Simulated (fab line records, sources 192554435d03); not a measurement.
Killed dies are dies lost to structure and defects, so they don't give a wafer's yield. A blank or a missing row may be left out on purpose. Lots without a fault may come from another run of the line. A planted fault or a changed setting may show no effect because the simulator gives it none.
Which tool did it? | flow n5_finfet | 11 lots, 31 wafers sampled, at 5 steps of a route of 1938

WHAT THE GAUGES READ, wafer by wafer
N5_BEOL_M13_THK_MEAS_50: measures by xrf.
lot  | measured     | on            | M13_THK (nm)
L721 | day 11 00:13 | film_metro-02 | 427 422 421
L722 | day 11 10:38 | film_metro-01 | 417 424 422
L725 | day 12 07:43 | film_metro-01 | 424 428 422
L726 | day 12 08:14 | film_metro-02 | 424 429 429
L728 | day 12 22:00 | film_metro-02 | 416 433 433
L729 | day 13 10:28 | film_metro-02 | 426 430 411
L732 | day 14 00:46 | film_metro-01 | 426 430 433
L735 | day 14 18:22 | film_metro-02 | 418 419
L743 | day 16 22:41 | film_metro-01 | 426 423 424
L741 | day 17 09:43 | film_metro-02 | 420 425 417
L742 | day 17 12:40 | film_metro-01 | 427 428

N5_BEOL_M14_CD_MEAS_28: target cd 284.4 nm.
lot  | measured     | on        | cd_nm (nm)
L721 | day 11 02:00 | cd_sem-03 | 286.0 285.9 285.9
L722 | day 11 12:17 | cd_sem-01 | 284.9 284.8 284.2
L725 | day 12 09:16 | cd_sem-02 | 286.7 286.9 285.4
L726 | day 12 09:47 | cd_sem-01 | 286.9 286.9 284.2
L728 | day 12 23:32 | cd_sem-01 | 284.3 284.7 285.2
L729 | day 13 12:22 | cd_sem-01 | 281.6 295.5 291.0
L732 | day 14 02:34 | cd_sem-03 | 295.4 287.1 285.4
L735 | day 14 20:09 | cd_sem-03 | 292.4 281.9
L743 | day 17 00:29 | cd_sem-03 | 285.4 286.2 286.9
L741 | day 17 11:31 | cd_sem-03 | 285.8 285.4 285.4
L742 | day 17 14:22 | cd_sem-02 | 287.1 286.4

WHICH TOOL RAN EACH LOT (tool, then ch and the chambers of the sampled wafers, then the start)
lot  | N5_BEOL_M14_ILD_DEP_00          | N5_BEOL_M14_STRIP_64                          | N5_BEOL_M14_EXPOSE_25
L721 | pecvd-04 ch 0,1,2, day 11 00:31 | rie_diel-03 ch 0,1,3, day 11 01:51 or earlier | krf_scanner-02 ch 0, day 11 01:51
L722 | pecvd-04 ch 0,1,2, day 11 10:49 | rie_diel-04 ch 1,2, day 11 12:07 or earlier   | krf_scanner-02 ch 0, day 11 12:07
L725 | pecvd-02 ch 0,2, day 12 07:54   | rie_diel-04 ch 0,3, day 12 09:05 or earlier   | krf_scanner-02 ch 0, day 12 09:05
L726 | pecvd-02 ch 0,1, day 12 08:26   | rie_diel-04 ch 0,2,3, day 12 09:37 or earlier | krf_scanner-02 ch 0, day 12 09:37
L728 | pecvd-03 ch 1,2, day 12 22:11   | rie_diel-05 ch 0,1,2, day 12 23:22 or earlier | krf_scanner-02 ch 0, day 12 23:22
L729 | pecvd-02 ch 0,1,2, day 13 10:40 | rie_diel-05 ch 0,1,2, day 13 12:11 or earlier | krf_scanner-02 ch 0, day 13 12:11
L732 | pecvd-04 ch 0,1,2, day 14 00:58 | rie_diel-03 ch 0,1,2, day 14 02:24 or earlier | krf_scanner-02 ch 0, day 14 02:24
L735 | pecvd-02 ch 0,1, day 14 18:33   | rie_diel-05 ch 3, day 14 19:59 or earlier     | krf_scanner-02 ch 0, day 14 19:59
L743 | pecvd-02 ch 0,1,2, day 16 22:53 | rie_diel-04 ch 0,1,3, day 17 00:19 or earlier | krf_scanner-01 ch 0, day 17 00:19
L741 | pecvd-03 ch 0,2, day 17 09:57   | rie_diel-03 ch 1,2, day 17 11:20 or earlier   | krf_scanner-01 ch 0, day 17 11:20
L742 | pecvd-03 ch 1,2, day 17 12:53   | rie_diel-05 ch 1,3, day 17 14:11 or earlier   | krf_scanner-02 ch 0, day 17 14:11
- N5_BEOL_M14_ILD_DEP_00: deposits SiO2 from TEOS/O2, target thk 1119.3 nm, time 237.4 s.
- N5_BEOL_M14_STRIP_64: strips in O2.
- N5_BEOL_M14_EXPOSE_25: exposes mask M14, target cd 280 nm.

WHAT THE TOOLS THEMSELVES READ (means of the sampled wafers that have a number; where no wafer has one, the mark that the record gives instead)
N5_BEOL_M14_ILD_DEP_00.
lot  | tool     | heater_power_w (W) | showerhead_plenum_p_Torr (Torr) | susceptor_temp_C (C) | throttle_valve_pct (%)
L721 | pecvd-04 | 473                | 8.354                           | 399.85               | 18.5
L722 | pecvd-04 | 477                | 8.363                           | 399.98               | 18.6
L725 | pecvd-02 | 499                | 8.305                           | 399.84               | 18.9
L726 | pecvd-02 | 484                | 8.337                           | 399.99               | 18.9
L728 | pecvd-03 | 540                | 8.329                           | 399.78               | 18.3
L729 | pecvd-02 | 572                | 8.318                           | 399.97               | 18.6
L732 | pecvd-04 | 417                | 8.356                           | 400.03               | 18.9
L735 | pecvd-02 | 534                | 8.325                           | 399.68               | 18.6
L743 | pecvd-02 | 560                | 8.321                           | 400.35               | 18.7
L741 | pecvd-03 | 545                | 8.351                           | 399.94               | 18.4
L742 | pecvd-03 | 500                | 8.332                           | 400.08               | 18.8

N5_BEOL_M14_STRIP_64.
lot  | tool        | drypump_motor_current_A (A) | oes_product_au (a.u.) | rf_vpp_V (V) | showerhead_plenum_p_Torr (Torr) | throttle_valve_pct (%)
L721 | rie_diel-03 | 5.7                         | 0.81                  | 3.8          | 2.12                            | 16.62
L722 | rie_diel-04 | 5.9                         | 0.78                  | 3.9          | 2.07                            | 16.58
L725 | rie_diel-04 | 6.2                         | 0.91                  | 3.4          | 2.15                            | 16.77
L726 | rie_diel-04 | 5.8                         | 0.84                  | 3.5          | 2.10                            | 16.77
L728 | rie_diel-05 | 5.8                         | 0.76                  | 3.6          | 2.11                            | 16.53
L729 | rie_diel-05 | 5.8                         | 0.76                  | 3.8          | 2.11                            | 16.55
L732 | rie_diel-03 | 5.8                         | 0.88                  | 4.2          | 2.16                            | 16.37
L735 | rie_diel-05 | 5.7                         | 0.95                  | 3.9          | 2.08                            | 16.43
L743 | rie_diel-04 | 6.1                         | 0.83                  | 3.6          | 2.12                            | 16.72
L741 | rie_diel-03 | 5.9                         | 0.83                  | 3.4          | 2.17                            | 16.45
L742 | rie_diel-05 | 5.7                         | 0.91                  | 3.9          | 2.14                            | 16.39

N5_BEOL_M14_EXPOSE_25.
lot  | tool           | focus_offset_nm (nm) | reticle_temp_C (C)
L721 | krf_scanner-02 | -0.3                 | 23.04
L722 | krf_scanner-02 | -0.6                 | 23.16
L725 | krf_scanner-02 | -0.3                 | 22.82
L726 | krf_scanner-02 | -0.5                 | 22.94
L728 | krf_scanner-02 | 0.3                  | 23.18
L729 | krf_scanner-02 | -0.4                 | 23.03
L732 | krf_scanner-02 | 0.0                  | 23.06
L735 | krf_scanner-02 | -0.2                 | 22.94
L743 | krf_scanner-01 | 0.1                  | 22.91
L741 | krf_scanner-01 | -0.1                 | 22.94
L742 | krf_scanner-02 | 0.5                  | 22.81

THE ANSWER, worked out from the rows above alone
Rule: what is usual is taken from the lots themselves. Put in order of their means at a reading, lots are off if they are a third of the lots or fewer, leave a main group of 4 or more, and stand apart from it by a gap of 3 or more times the standard deviation of the main group's means; of several such gaps the widest counts. A main group whose means are all the same, to the digits that the tables above print for the reading, isn't used. A lot without any number at a reading at which 4 lots or more have one is off too. The other lots that the step has rows for count as sound. The gauges are gone through in route order, then the tools' own readings, and for those a lot's mean is taken as printed above. The first step at which some lot is off is used, and at that step the reading that is off furthest; a lot without a number counts as furthest.
No lot is off at any reading shown: from this, nothing can be told.

WHAT THE SIMULATOR HAD PUT IN
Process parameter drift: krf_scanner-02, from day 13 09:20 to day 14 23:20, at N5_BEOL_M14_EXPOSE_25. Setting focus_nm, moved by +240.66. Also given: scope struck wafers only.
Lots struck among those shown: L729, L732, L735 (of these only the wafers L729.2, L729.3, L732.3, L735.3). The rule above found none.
